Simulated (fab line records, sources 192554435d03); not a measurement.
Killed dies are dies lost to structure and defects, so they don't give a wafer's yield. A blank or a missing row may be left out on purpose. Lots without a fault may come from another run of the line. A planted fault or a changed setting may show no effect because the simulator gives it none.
fab line records | flow n5_finfet
record lots=4 wafers=12 last_day=15
route steps=1938 shown BEOL_M3@942 BEOL_M4@1111 PASSIVATION@1936
lots that met no fault: from a run of the same line without faults
start_h: hours from the record's first day to the start of the lot's first wafer shown | wait_h: hours since the lot's step before | " the same as in the row above | L1.1+2: a row that stands for several wafers | - no value, or no start given | * or withheld: withheld | < > ~ a bound
route shown NAME@n: a module of which the file shows steps, and the number in the route of the first | usual: mean/standard deviation of fault-free wafers | same: alike in all rows | chamber/n: place in a boat | sites: the reading at each site | _std_site: their standard deviation | _edge_site: outer sites' mean less inner sites' | radius_mm: how far each site lies from the wafer's centre | mask NAME#n: copy n | behind: the tool/chamber that last shaped the wafer | hold: why the lot was held/for how many hours/how that ended | device: the transistor (n, p or np) that didn't switch | end of line: the same wafers' tests at the end of the route | a step without rows: its recipe alone | killed: dies lost to structure and defects at the first sort, not the wafer's yield | map: a wafer's dies, x killed, . not, _ none there
set.NAME: the setting as run; set.NAME@STEP: as run at that earlier step | model.NAME: the simulator's own value behind a step, which no gauge read
lots at some steps of the route; a table a step, a row a wafer
services: from which hour (start_h, from the record's first day; less than 0 if before it) a tool's chamber was out of use, for how many hours, and why
## steps
# step N5_BEOL_M3_PEB_09
# recipe peb_temp_c=100 peb_time_s=60 resist=CAR-EUV
# step N5_BEOL_M3_DEVELOP_10
# recipe develop_time_s=30 developer=TMAH resist=CAR-EUV rinse_liquid=surfactant_rinse dry=air_spin dev_temp_c=23
# step N5_BEOL_M3_DESCUM_16
# recipe chemistry=O2 time_s=7 source_power_w=50 bias_power_w=20 pressure_mtorr=20 rf_frequency_hz=2.712e+07 temp_c=40 resist=CAR-EUV o2_flow_sccm=225
# step N5_BEOL_M3_ETCH_74
# recipe chemistry=N2/H2 target=underlayer target_depth_a=65 mask_material=CAR-EUV time_s=5.2 ion_energy_ev=200 pressure_mtorr=30 source_w=840 bias_w=150 n2_flow_sccm=200 h2_flow_sccm=200 ends=cleared
# step N5_BEOL_M3_ETCH_63
# recipe chemistry=CF4 target=SiARC target_depth_a=156 mask_material=CAR-EUV time_s=26 ion_energy_ev=80 pressure_mtorr=40 source_w=545 bias_w=36 Ar_flow_sccm=100 cf4_flow_sccm=100 ends=cleared
# step N5_BEOL_M3_ETCH_64
# recipe chemistry=N2/H2 target=SOC target_depth_a=750 overetch_a=150 mask_material=SiARC temp_c=40 time_s=112.5 ion_energy_ev=200 pressure_mtorr=30 source_w=840 bias_w=150 n2_flow_sccm=200 h2_flow_sccm=200
# step N5_BEOL_M3_STRIP_65
# recipe chemistry=N2/H2 temp_c=40 n2_flow_sccm=200 h2_flow_sccm=200 rf_frequency_hz=6e+07
# step N5_BEOL_M3_STRIP_75
# recipe chemistry=N2/H2 temp_c=40 n2_flow_sccm=200 h2_flow_sccm=200 rf_frequency_hz=6e+07
# step N5_BEOL_M3_STRIP_66
# recipe chemistry=CF4 resist=SiARC power_w=300 bias_power_w=75 pressure_mtorr=50 cf4_flow_sccm=150 rf_frequency_hz=6e+07
# step N5_BEOL_M3_HM_OPEN_17
# recipe chemistry=Cl2/BCl3 target_depth_a=200 overetch_a=60 target=TiN mask_material=SOC ion_energy_ev=150 pressure_mtorr=10 icp_w=1000 bias_w=126 Cl2_flow_sccm=53.25 bcl3_flow_sccm=21.75 Ar_flow_sccm=25
# usual drypump_motor_current_A=5.6/0.33 oes_product_au=0.72/0.077 throttle_valve_pct=22.06/0.15
# columns lot.wafer tool chamber start_h wait_h drypump_motor_current_A oes_product_au rf_hours_counter_h throttle_valve_pct
L268.2 rie_metal-01 0 142.72 0.0 5.2 0.75 12 21.95
L268.4 " 0 " " 5.1 0.75 - 21.92
L268.5 " 1 " " 5.5 0.81 - 21.96
L279.4 rie_metal-01 1 210.38 0.1 5.5 0.76 - 21.99
L279.5 " 1 " " 5.5 0.76 - 21.98
L279.6 " 0 " " 5.1 0.73 - 21.96
L280.3 rie_metal-01 1 222.82 0.1 5.5 0.75 - 21.98
L280.5 " 0 " " 5.1 0.73 - 21.95
L280.6 " 1 " " 5.5 0.75 - 21.98
L285.3 rie_metal-03 1 240.24 0.1 5.7 0.76 - 21.97
L285.4 " 0 " " 5.7 0.69 - 22.04
L285.5 " 1 " " 5.7 0.75 - 21.97
# step N5_BEOL_M3_STRIP_19
# recipe chemistry=O2 power_w=400 temp_c=40 pressure_mtorr=30 rf_frequency_hz=6e+07 bias_power_w=0 overash_fraction=0.2 o2_flow_sccm=225
# step N5_BEOL_M3_COAT_67
# recipe resist=SOC temp_c=250 time_s=60 spin_rpm=1500 resist_thk_nm=60
# step N5_BEOL_M3_COAT_68
# recipe resist=SiARC temp_c=220 time_s=60 spin_rpm=1500 resist_thk_nm=12
# step N5_BEOL_M3_COAT_76
# recipe resist=underlayer temp_c=205 time_s=60 spin_rpm=1500 resist_thk_nm=5
# step N5_BEOL_M3_COAT_22
# recipe resist=CAR-EUV spin_rpm=1500 resist_thk_nm=30
# step N5_BEOL_M3_EBR_24
# recipe solvent=PGMEA ebr_width_mm=1.5
# step N5_BEOL_M3_SOFTBAKE_23
# recipe temp_c=110 time_s=60 resist=CAR-EUV
# step N5_BEOL_M3_EXPOSE_25
# recipe mask_id=V2 na=0.33 source_shape=quasar sigma_inner=0.2 sigma_outer=0.8 polarization=unpolarized defocus_nm=5 dose_mj=63
# step N5_BEOL_M3_PEB_26
# recipe peb_temp_c=100 peb_time_s=60 resist=CAR-EUV
# step N5_BEOL_M3_DEVELOP_27
# recipe develop_time_s=30 developer=TMAH resist=CAR-EUV rinse_liquid=surfactant_rinse dry=air_spin dev_temp_c=23
# step N5_BEOL_M3_INSPECT_30
# recipe mode=adi inspect_instrument=brightfield
# usual raw_defect_count=387/85
# columns lot.wafer tool chamber start_h wait_h raw_defect_count
L268.2 defect_inspect-02 - 143.47 0.1 331
L268.4 " - " " 231
L268.5 " - " " 313
L279.4 defect_inspect-02 - 210.94 0.0 618
L279.5 " - " " 730
L279.6 " - " " 764
L280.3 defect_inspect-01 - 223.58 0.0 771
L280.5 " - " " 657
L280.6 " - " " 794
L285.3 defect_inspect-02 - 240.80 0.0 294
L285.4 " - " " 365
L285.5 " - " " 422
# step N5_BEOL_M3_DESCUM_33
# recipe chemistry=O2 time_s=7 source_power_w=50 bias_power_w=20 pressure_mtorr=20 rf_frequency_hz=2.712e+07 temp_c=40 resist=CAR-EUV o2_flow_sccm=225
# step N5_BEOL_M4_RC_MEAS_101
# usual DIBL_N=35.8/1.8 DIBL_P=35.6/2 IOFF_N=0.148/0.028 IOFF_P=0.20/0.034 ION_N=672/12 ION_P=462/8.5 SS_N=71.2/0.65 SS_P=73.1/0.67 VT_N=251/3.3 VT_P=-251/3.8
# columns lot.wafer tool chamber start_h wait_h DIBL_N[mV/V] DIBL_P[mV/V] IOFF_N[nA/um] IOFF_P[nA/um] ION_N[uA/um] ION_P[uA/um] SS_N[mV/dec] SS_P[mV/dec] VT_N[mV] VT_P[mV]
L268.2 prober-02 0 159.32 0.2 32.9 34.5 0.131 0.15 678 454 70.7 72.3 253 -257
L268.4 " 0 " " 35.3 36.7 0.157 0.18 682 457 72.1 72.9 251 -256
L268.5 " 0 " " 32.1 33.1 0.114 0.14 654 446 71.1 72.3 255 -258
L279.4 prober-01 0 232.01 0.5 34.7 35.5 0.142 0.19 678 463 71.1 72.4 249 -250
L279.5 " 0 " " 32.9 33.3 0.118 0.16 671 463 70.8 72.7 250 -251
L279.6 " 0 " " 35.9 36.8 0.151 0.20 670 461 70.8 72.7 249 -252
L280.3 prober-01 0 242.45 0.3 35.0 36.5 0.149 0.22 667 466 71.0 73.6 250 -251
L280.5 " 0 " " 35.1 36.5 0.157 0.22 676 465 71.2 73.3 248 -248
L280.6 " 0 " " 35.4 36.0 0.158 0.21 665 458 71.1 73.4 248 -250
L285.3 prober-02 0 264.51 0.3 33.9 33.7 0.088 0.12 642 441 71.0 72.9 262 -259
L285.4 " 0 " " 39.0 40.2 0.174 0.21 670 449 72.3 73.7 253 -252
L285.5 " 0 " " 37.0 36.8 0.135 0.15 655 441 71.7 73.3 256 -257
# step N5_PASSIVATION_PROBE_49
# usual defect_limited_yield=91.3/1.5 killed_at_M0_to_M3=34/11 killed_at_M4_up=14/6.1 killed_at_contacts=12/5.9 killed_at_front_end=39/11 killed_at_other=4/3.3 killed_dies=102/18 killed_on_rim=13/3.8 killed_open=67/13 killed_short=33/7.9 sort_bin_5_function=5.1/1 sort_bin_6_memory=3.3/0.7 sort_bin_8_speed=0.1/0.69 sort_n_pass=1077/19 sort_yield_pct=91.3/1.6
# same gross_dies=1180 killed_at_back_side=0 sort_bin_4_leakage[%]=0
# columns lot.wafer tool chamber start_h wait_h defect_limited_yield[%] killed_at_M0_to_M3 killed_at_M4_up killed_at_contacts killed_at_front_end killed_at_other killed_dies killed_on_rim killed_open killed_short sort_bin_5_function[%] sort_bin_6_memory[%] sort_bin_8_speed[%] sort_n_pass sort_yield_pct[%]
L268.2 prober-01 - 253.59 0.1 89.4 30 13 14 62 6 125 7 88 37 6.5 3.5 0 1055 89.4
L268.4 prober-01 - 253.69 0.2 91.7 32 7 13 42 4 98 10 62 33 4.8 3.1 0 1082 91.7
L268.5 prober-01 - 253.74 0.2 92.9 37 11 6 28 2 84 8 61 22 4.7 2.2 0 1096 92.9
L279.4 prober-01 - 328.22 0.2 89.3 87 10 6 16 7 126 26 42 34 7.2 2.6 0 1054 89.3
L279.5 prober-01 - 328.27 0.2 85.4 98 16 18 31 9 172 27 78 39 9.3 3.8 0 1008 85.4
L279.6 prober-01 - 328.32 0.3 85.3 111 9 10 35 8 173 27 66 38 9.1 4.2 0 1007 85.3
L280.3 prober-02 - 343.12 0.1 89.4 86 9 7 23 0 125 27 43 25 5.9 3.7 0 1055 89.4
L280.5 prober-02 - 343.22 0.2 84.0 116 18 16 39 0 189 28 79 30 10.4 4.2 0 991 84.0
L280.6 prober-02 - 343.27 0.3 84.6 116 8 26 32 0 182 27 75 45 10.3 4.2 0 998 84.6
L285.3 prober-01 - 370.14 0.1 93.2 29 10 11 25 5 80 4 49 28 4.3 2.2 0.1 1099 93.1
L285.4 prober-01 - 370.19 0.2 93.9 27 10 4 30 1 72 11 49 20 3.3 2.6 0 1108 93.9
L285.5 prober-01 - 370.24 0.2 91.4 22 11 22 40 7 102 9 59 39 4.5 3.6 0 1078 91.4
# killed by level:class
L268.2 STI_FIN_REVEAL:geometric_particle:open=23 MOL_CONTACT_COAG:geometric_particle:open=11 FIN_SAQP:geometric_particle:open=8 FIN_SAQP:geometric_particle:short=7 BEOL_M0_SAQP:geometric_particle:open=7 BEOL_M1:geometric_particle:open=7 BEOL_M4:geometric_particle:open=6 STI_FIN_REVEAL:geometric_particle:short=5
L268.4 STI_FIN_REVEAL:geometric_particle:open=11 FIN_SAQP:geometric_particle:open=8 BEOL_M1:geometric_particle:open=8 MOL_CONTACT_COAG:geometric_particle:open=7 FIN_SAQP:geometric_particle:short=6 MOL_CONTACT_COAG:geometric_particle:short=6 BEOL_M2:geometric_particle:open=6 STARTING-WAFER:geometric_particle:short=6
L268.5 STI_FIN_REVEAL:geometric_particle:open=12 BEOL_M2:geometric_particle:open=11 BEOL_M1:geometric_particle:open=10 BEOL_M4:geometric_particle:open=7 MOL_CONTACT_COAG:geometric_particle:open=6 BEOL_M0:geometric_particle:short=4 FIN_SAQP:geometric_particle:short=3 STI_FIN_REVEAL:geometric_particle:short=3
L279.4 BEOL_M3:unspecified=49 BEOL_M0_SAQP:geometric_particle:short=8 BEOL_M0_SAQP:geometric_particle:open=7 BEOL_M1:geometric_particle:open=6 BEOL_M4:geometric_particle:open=6 MOL_CONTACT_COAG:geometric_particle:open=4 BEOL_M3:geometric_particle:open=4 FIN_SAQP:geometric_particle:short=3
L279.5 BEOL_M3:unspecified=53 MOL_CONTACT_COAG:geometric_particle:open=17 BEOL_M0_SAQP:geometric_particle:short=12 BEOL_M4:geometric_particle:open=10 STI_FIN_REVEAL:geometric_particle:open=9 FIN_SAQP:geometric_particle:open=7 GATE_CUT:geometric_particle:short=7 BEOL_M0_SAQP:geometric_particle:open=6
L279.6 BEOL_M3:unspecified=69 BEOL_M0_SAQP:geometric_particle:short=9 BEOL_M1:geometric_particle:open=8 GATE_CUT:geometric_particle:short=7 STI_FIN_REVEAL:geometric_particle:open=7 BEOL_M0_SAQP:geometric_particle:open=7 MOL_CONTACT_COAG:geometric_particle:open=6 BEOL_M2:geometric_particle:open=6
L280.3 BEOL_M3:unspecified=51 BEOL_M0_SAQP:geometric_particle:short=10 BEOL_M0_SAQP:geometric_particle:open=8 MOL_CONTACT_COAG:geometric_particle:open=6 STI_FIN_REVEAL:geometric_particle:open=4 BEOL_M2:geometric_particle:open=4 BEOL_M4:geometric_particle:open=4 STARTING-WAFER:geometric_particle:open=4
L280.5 BEOL_M3:unspecified=74 MOL_CONTACT_COAG:geometric_particle:open=14 BEOL_M4:geometric_particle:open=12 BEOL_M0_SAQP:geometric_particle:open=8 BEOL_M2:geometric_particle:open=8 BEOL_M0_SAQP:geometric_particle:short=7 BEOL_M3:geometric_particle:open=7 STARTING-WAFER:geometric_particle:short=6
L280.6 BEOL_M3:unspecified=58 MOL_CONTACT_COAG:geometric_particle:open=22 BEOL_M1:geometric_particle:open=10 BEOL_M0_SAQP:geometric_particle:short=9 BEOL_M2:geometric_particle:short=7 STARTING-WAFER:geometric_particle:open=7 FIN_SAQP:geometric_particle:open=6 BEOL_M0_SAQP:geometric_particle:open=6
L285.3 BEOL_M3:geometric_particle:open=11 MOL_CONTACT_COAG:geometric_particle:open=8 FIN_SAQP:geometric_particle:short=6 BEOL_M2:geometric_particle:open=5 STI_FIN_REVEAL:geometric_particle:open=4 BEOL_M0_SAQP:geometric_particle:open=4 DUMMY_GATE:geometric_particle:open=3 MOL_CONTACT_COAG:geometric_particle:short=3
L285.4 BEOL_M1:geometric_particle:open=12 FIN_SAQP:geometric_particle:short=10 FIN_SAQP:geometric_particle:open=6 BEOL_M0:geometric_particle:open=6 DUMMY_GATE:geometric_particle:open=4 STI_FIN_REVEAL:geometric_particle:open=3 STARTING-WAFER:geometric_particle:open=3 BEOL_M9:geometric_particle:open=2
L285.5 FIN_SAQP:geometric_particle:short=19 MOL_CONTACT_COAG:geometric_particle:open=18 BEOL_M0_SAQP:geometric_particle:open=8 BEOL_M0_SAQP:geometric_particle:short=7 MOL_CONTACT_COAG:geometric_particle:short=3 STI_FIN_REVEAL:geometric_particle:open=3 BEOL_M2:geometric_particle:open=3 BEOL_M5:geometric_particle:open=3
# map L279.6 (x killed, . not)
_________________.....x......________________
______________.................._____________
___________...............x........__________
__________................x.....x..._________
________.....x....x...........x......._______
_______...........x..x.................______
______...............x...x.............._____
_____....................................____
____..x......................x.........x..___
___.xx.....................................__
___.......x...x.......................x....__
__.....x..x....x..........xx........x...x..._
__.........x...............x.x........x....._
_.........x..........x......x............x...
_....x................x.x.....x.....x........
_x.........x...................x.....x..x.x..
_............................................
_...x........................x.......x.......
_.x........xx.........x.................x....
_.....x.................x.........xx.x...x..x
_................x..x............x..x........
__x....................xx...x.....x........._
__..........x......xx......x.xx............._
___x.......................................__
___.x.....x......x.......xx.x..x.......x...__
____..............x..............x.....x..___
_____x....................xxx.x..........____
______..........xx.....xxxxx......x....._____
_______.............xxxxx.xxxx.x....x..______
________.............xxxx.xxxxx....x.._______
__________.........xxxxxxxxxxxxx.x.x_________
___________.x.....x.xx.xxxxxxxxx.x.__________
______________x...x.xxxxxxxxxxx._____________
_________________x.xx.xxxxxxx________________
# map L280.5 (x killed, . not)
_________________.x........x.________________
______________x...........x....._____________
___________.x......x...............__________
__________...x........xx.........x.._________
________.................x........x..._______
_______..xx..xx..........x.............______
______.x..xx..................x........._____
_____x..x................................____
____.x......x......x............x.........___
___.....x....x........x....................__
___......x..x.......x.............xx....x..__
__.x.....x.........x.........x....x........._
__.....x............xx....................x._
_...x.....x.x..x....x........................
_.........x....................xx.x..........
_......x......................x............x.
_xx..x...........x...xxx..x.x......x.........
_..........x.............x......x............
_...........x.x........x............x...x....
_...........x.x..x...x.x.x...................
_...x........................................
__.......................x..............x..._
__.x.................x....x..............x.._
___........x.......................x.......__
___.x.................x....................__
____...x..................x...x.x.........___
_____........x.x..x....x..xx.............____
______.x..x.......x...xxxxx...xx...xx.x._____
_______............x..xxxxxxxxx.x......______
________...........xxxxxxxxxxxx..x...._______
__________..xx....xx.x.xxxxxxxxxx..._________
___________........x.xxxxxxxxxx.x.x__________
______________....x.xxxxxxxxxxx._____________
_________________..xxxxxxxxxx________________
## services
# columns tool chamber start_h hours kind
rie_metal-03 1 145.12 1.7 repair
rie_metal-01 - 148.56 1.0 repair
rie_metal-03 - 234.61 0.4 repair
## key
first_sign step=N5_BEOL_M3_INSPECT_30 reading=raw_defect_count direction=up sigmas=3.9 usual=387 struck=722
effect step=N5_PASSIVATION_PROBE_49 reading=killed_at_M0_to_M3 direction=up sigmas=6.1 usual=34 struck=102
more_kills_born_at N5_BEOL_M3_HM_OPEN_17@rie_metal-01=354
met_at N5_BEOL_M3_HM_OPEN_17
struck_wafers L279.4,L279.5,L279.6,L280.3,L280.5,L280.6
onset_between 142.72 210.38
fault kind=chamber_particle_source tool=rie_metal-01 chamber=- onset_h=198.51 steps=N5_BEOL_M3_HM_OPEN_17 rate_per_visit_cm2=0.37982 end_h=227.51
